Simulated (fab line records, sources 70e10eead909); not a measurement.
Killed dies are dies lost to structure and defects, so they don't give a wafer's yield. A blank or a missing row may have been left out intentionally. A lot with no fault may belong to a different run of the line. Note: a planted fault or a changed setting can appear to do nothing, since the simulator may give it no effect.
Matching of chambers + flow nand harc + cmp-02 running NHARC_P_M1_CMP_23: 4 sister chambers
The step polishes, t overpolish 20 s, target thk 157.82 nm. 4 wafers are shown with their chamber, then 7 later ones without.

WAFERS WITH THEIR CHAMBER
| wafer  | chamber | motor current A (A) |
|--------|---------|---------------------|
| L852.3 | 0       | 10.8                |
| L857.3 | 1       | 10.3                |
| L865.3 | 3       | 10.4                |
| L865.4 | 2       | 13.0                |

WAFERS WITH NO CHAMBER GIVEN
| wafer  | motor current A (A) |
|--------|---------------------|
| L865.5 | 10.7                |
| L867.1 | 9.7                 |
| L867.2 | 10.5                |
| L867.3 | 10.6                |
| L870.3 | 10.7                |
| L870.5 | 10.8                |
| L870.6 | 13.0                |

CHAMBER TAKEN BY EACH
| wafer  | from the rows above          | in truth |
|--------|------------------------------|----------|
| L865.5 | can't be placed: 0 or 3 or 1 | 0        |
| L867.1 | can't be placed: 1 or 3      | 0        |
| L867.2 | can't be placed: 3 or 1 or 0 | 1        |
| L867.3 | can't be placed: 3 or 0 or 1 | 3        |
| L870.3 | can't be placed: 0 or 3 or 1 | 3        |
| L870.5 | can't be placed: 0 or 3      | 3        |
| L870.6 | 2                            | 2        |
Placed correctly: 1 of 7. Cannot be placed on the basis of these rows: 6; the candidates contain the true chamber in 5. 0 placed wrongly.
How it was worked out, from the rows above alone: a wafer's distance from a chamber is the root of the sum, over the readings, of the square of ((its reading less the chamber's mean) divided by the reading's scatter). If the next closest chamber is less than 2 further off than the closest, the wafer can't be placed; otherwise it belongs to the closest. For every chamber, the mean is computed from those of its wafers that are shown. The scatter (one wafer shown for each chamber): square how far every hidden wafer sits from the nearest shown wafer, average those squares and take the square root.
